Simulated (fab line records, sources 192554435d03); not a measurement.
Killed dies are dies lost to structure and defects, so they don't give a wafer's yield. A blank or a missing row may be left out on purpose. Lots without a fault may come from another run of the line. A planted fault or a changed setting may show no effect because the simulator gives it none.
Chamber matching | flow n5_finfet | N5_FIN_SAQP_HM_OPEN_73 on rie_diel-03: 4 sister chambers
The step chemistry CHF3/O2, target SiO2, stops on a-Si, target depth 12 nm, time 16.8 s. 20 wafers are shown with their chamber, then 10 later ones without.

WAFERS WITH THEIR CHAMBER
wafer  | chamber | showerhead_plenum_p_Torr (Torr) | throttle_valve_pct (%) | rf_vpp_V (V)
L074.2 | 2       | 2.31                            | 18.63                  | 507
L074.3 | 3       | 2.30                            | 18.64                  | 526
L074.4 | 0       | 2.39                            | 18.76                  | 521
L078.1 | 3       | 2.29                            | 18.66                  | 526
L078.3 | 1       | 2.53                            | 19.23                  | 524
L078.5 | 1       | 2.54                            | 19.22                  | 524
L080.2 | 0       | 2.39                            | 18.76                  | 520
L080.4 | 3       | 2.29                            | 18.68                  | 525
L080.6 | 2       | 2.31                            | 18.65                  | 507
L083.1 | 2       | 2.30                            | 18.64                  | 507
L083.2 | 3       | 2.29                            | 18.69                  | 525
L083.6 | 1       | 2.53                            | 19.24                  | 524
L086.2 | 3       | 2.29                            | 18.68                  | 526
L086.3 | 1       | 2.53                            | 19.24                  | 525
L086.4 | 0       | 2.38                            | 18.78                  | 521
L088.3 | 3       | 2.28                            | 18.70                  | 527
L088.5 | 1       | 2.53                            | 19.26                  | 523
L088.6 | 0       | 2.38                            | 18.80                  | 520
L090.1 | 0       | 2.38                            | 18.80                  | 522
L090.2 | 2       | 2.30                            | 18.69                  | 506

SIGNATURES (means of the wafers above)
reading                  | chamber 0 | chamber 1 | chamber 2 | chamber 3 | scatter within a chamber
showerhead_plenum_p_Torr | 2.3840    | 2.5320    | 2.3050    | 2.2900    | 0.00559
throttle_valve_pct       | 18.7800   | 19.2380   | 18.6525   | 18.6750   | 0.0208
rf_vpp_V                 | 520.80    | 524.00    | 506.75    | 525.83    | 0.724
Rule: a wafer's distance from a chamber is the root of the sum, over the readings, of the square of ((its reading less the chamber's mean) divided by the reading's scatter). The wafer belongs to the nearest chamber; if the next one is less than 2 further off, it can't be placed. The scatter: the root of (the sum of the squares of (reading less its chamber's mean) over the shown wafers, divided by (wafers less chambers)).

WAFERS WITHOUT THEIR CHAMBER
wafer  | showerhead_plenum_p_Torr (Torr) | throttle_valve_pct (%) | rf_vpp_V (V)
L090.6 | 2.30                            | 18.68                  | 508
L093.3 | 2.38                            | 18.81                  | 520
L093.5 | 2.28                            | 18.73                  | 524
L093.6 | 2.38                            | 18.80                  | 521
L094.2 | 2.52                            | 19.28                  | 525
L094.3 | 2.30                            | 18.70                  | 508
L094.6 | 2.38                            | 18.82                  | 520
L097.3 | 2.29                            | 18.70                  | 507
L097.5 | 2.29                            | 18.71                  | 509
L097.6 | 2.52                            | 19.30                  | 522

WHICH CHAMBER EACH WENT THROUGH
wafer  | from the rows above | in truth
L090.6 | 2                   | 2
L093.3 | 0                   | 0
L093.5 | 3                   | 3
L093.6 | 0                   | 0
L094.2 | 1                   | 1
L094.3 | 2                   | 2
L094.6 | 0                   | 0
L097.3 | 2                   | 2
L097.5 | 2                   | 2
L097.6 | 1                   | 1
Placed correctly: 10 of 10. Can't be placed from these rows: 0. Placed wrongly: 0.
